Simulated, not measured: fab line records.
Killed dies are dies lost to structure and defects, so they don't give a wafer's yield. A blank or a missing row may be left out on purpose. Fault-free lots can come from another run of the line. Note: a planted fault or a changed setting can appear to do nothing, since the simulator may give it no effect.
Problem report in the 8D (eight disciplines) form, filled by code    flow n5-finfet    the parts of the form that need people (team, actions taken, sign-off) are left out

== 1. WHAT IS WRONG ==
Wafers without a fault read 10.40 s, standard deviation 0.23; etch-rf-on-time-s at N5_MOL_CONTACT_COAG_ETCH_65 reads a mean of 7.31 s on 3 wafers belonging to 2 lots. Relative to the usual mean, that is a shift of -13 standard deviations.
The step: etches underlayer in N2/H2, target depth 13 nm, time 10.4 s.
Earliest sighting: wafer L228.3 on rie-diel-04 at day 7 12:12. The record has a number at this step for 27 wafers belonging to 9 lots. Rule for "out" (also "out of limits"): further than 4 standard deviations from the usual mean. The other wafers with a number count as sound.

== 2. WHAT IT IS; WHAT IT IS NOT ==
question                     is                      is not
which readings at this step  etch-rf-on-time-s       drypump-motor-current-A, rf-vpp-V, showerhead-plenum-p-Torr, throttle-valve-pct
which lots                   L228, L229              L219, L221, L231, L232, L235, L239, L242
which wafers of those lots   L228.3, L228.4, L229.5  L228.5, L229.1, L229.6
read on which tools          rie-diel-04             rie-diel-03, rie-diel-06
when                         from day 7 12:12        up to then (7 sound wafers); but 17 sound wafers of L229, L231, L232, L235, L239, L242 came after

== 3. SUSPECTS, AND WHAT RULES EACH OUT ==
Counting: a tool at a process step up to the reading stays a suspect if it ran every lot that is out. Sound lots after the first of them don't rule it out here, since some wafers of a struck lot are sound.
- rie-diel-04 at N5_MOL_CONTACT_COAG_ETCH_65 (etches underlayer in N2/H2, target depth 13 nm, time 10.4 s): kept. Every lot that is out went through it, the first being L228 (day 7 12:12); the last sound lot it ran before that was L221 (day 5 13:10). Out on those wafers are its own readings of etch-rf-on-time-s.
- At N5_MOL_CONTACT_COAG_ETCH_65, inside rie-diel-04: chamber 2 took the wafers that are out, while their sound lot-mates went through chambers 0, 3.
Left after counting: rie-diel-04 at N5_MOL_CONTACT_COAG_ETCH_65.

== 4. THE CAUSE (what the simulator had put in) ==
rie-diel-04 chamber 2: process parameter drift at N5_MOL_CONTACT_COAG_ETCH_65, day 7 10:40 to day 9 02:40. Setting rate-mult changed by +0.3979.
This tool alone remained once counting was done.

== 5. THE CHAIN OF EFFECTS, in route order ==
Each row: a reading whose mean over the struck wafers that have a number lies more than 3 standard deviations from the usual. Readings are gone through only where the record gives a usual standard deviation; hours: the median, over the lots, of the time from a lot's start at the first step in this table giving one to that lot's start at this step; sigmas: the change measured in usual standard deviations.
hours  step                         reading            usual    on struck wafers  change  sigmas
0      N5_MOL_CONTACT_COAG_ETCH_65  etch-rf-on-time-s  10.40 s  7.31              -3.09   -13
Process steps it contains:
- N5_MOL_CONTACT_COAG_ETCH_65: etches underlayer in N2/H2, target depth 13 nm, time 10.4 s.
Later measuring or inspecting steps at which every struck wafer that the step has a row for has a number for every such reading, and none has moved that far: N5_BEOL_M4_RC_MEAS_101.

== 6. WHAT WOULD HAVE CAUGHT IT SOONER ==
In this record no reading fell out of limits until day 7 12:12, 2 hours after the fault had begun at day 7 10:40.
